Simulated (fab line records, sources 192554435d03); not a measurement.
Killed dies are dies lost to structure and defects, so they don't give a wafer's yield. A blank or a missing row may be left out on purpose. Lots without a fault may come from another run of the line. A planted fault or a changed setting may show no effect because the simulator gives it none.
Chamber matching | flow n5_finfet | N5_BEOL_M1_ETCH_69 on rie_diel-03: 4 sister chambers
The step etches SiARC in CF4, target depth 15.6 nm, time 26 s. 18 wafers are shown with their chamber, then 9 later ones without.

WAFERS WITH THEIR CHAMBER
wafer  | chamber | drypump_motor_current_A (A) | showerhead_plenum_p_Torr (Torr) | throttle_valve_pct (%)
L076.1 | 0       | 6.0                         | 2.19                            | 15.47
L076.4 | 1       | 6.4                         | 2.16                            | 15.64
L076.5 | 0       | 6.0                         | 2.19                            | 15.48
L077.1 | 3       | 4.9                         | 2.22                            | 15.89
L077.4 | 2       | 5.4                         | 2.19                            | 15.63
L077.5 | 2       | 5.4                         | 2.19                            | 15.63
L080.1 | 3       | 4.9                         | 2.22                            | 15.91
L080.3 | 2       | 5.4                         | 2.19                            | 15.62
L080.6 | 0       | 6.0                         | 2.19                            | 15.50
L082.2 | 1       | 6.5                         | 2.15                            | 15.69
L082.4 | 0       | 6.0                         | 2.19                            | 15.48
L082.5 | 2       | 5.4                         | 2.19                            | 15.64
L084.1 | 1       | 6.5                         | 2.15                            | 15.69
L084.4 | 0       | 6.0                         | 2.19                            | 15.51
L084.6 | 0       | 6.0                         | 2.19                            | 15.51
L087.1 | 2       | 5.4                         | 2.18                            | 15.66
L087.2 | 1       | 6.5                         | 2.15                            | 15.70
L087.4 | 2       | 5.3                         | 2.18                            | 15.64

SIGNATURES (means of the wafers above)
reading                  | chamber 0 | chamber 1 | chamber 2 | chamber 3 | scatter within a chamber
drypump_motor_current_A  | 6.000     | 6.475     | 5.383     | 4.900     | 0.0336
showerhead_plenum_p_Torr | 2.1900    | 2.1525    | 2.1867    | 2.2200    | 0.00386
throttle_valve_pct       | 15.4917   | 15.6800   | 15.6367   | 15.9000   | 0.0185
Rule: a wafer's distance from a chamber is the root of the sum, over the readings, of the square of ((its reading less the chamber's mean) divided by the reading's scatter). The wafer belongs to the nearest chamber; if the next one is less than 2 further off, it can't be placed. The scatter: the root of (the sum of the squares of (reading less its chamber's mean) over the shown wafers, divided by (wafers less chambers)).

WAFERS WITHOUT THEIR CHAMBER
wafer  | drypump_motor_current_A (A) | showerhead_plenum_p_Torr (Torr) | throttle_valve_pct (%)
L089.1 | 6.0                         | 2.19                            | 15.52
L089.2 | 5.4                         | 2.18                            | 15.65
L089.6 | 6.5                         | 2.15                            | 15.70
L092.1 | 6.4                         | 2.15                            | 15.71
L092.3 | 5.4                         | 2.18                            | 15.66
L092.5 | 5.4                         | 2.18                            | 15.65
L096.2 | 6.0                         | 2.18                            | 15.55
L096.3 | 4.9                         | 2.21                            | 15.95
L096.4 | 6.4                         | 2.14                            | 15.73

WHICH CHAMBER EACH WENT THROUGH
wafer  | from the rows above | in truth
L089.1 | 0                   | 0
L089.2 | 2                   | 2
L089.6 | 1                   | 1
L092.1 | 1                   | 1
L092.3 | 2                   | 2
L092.5 | 2                   | 2
L096.2 | 0                   | 0
L096.3 | 3                   | 3
L096.4 | 1                   | 1
Placed correctly: 9 of 9. Can't be placed from these rows: 0. Placed wrongly: 0.
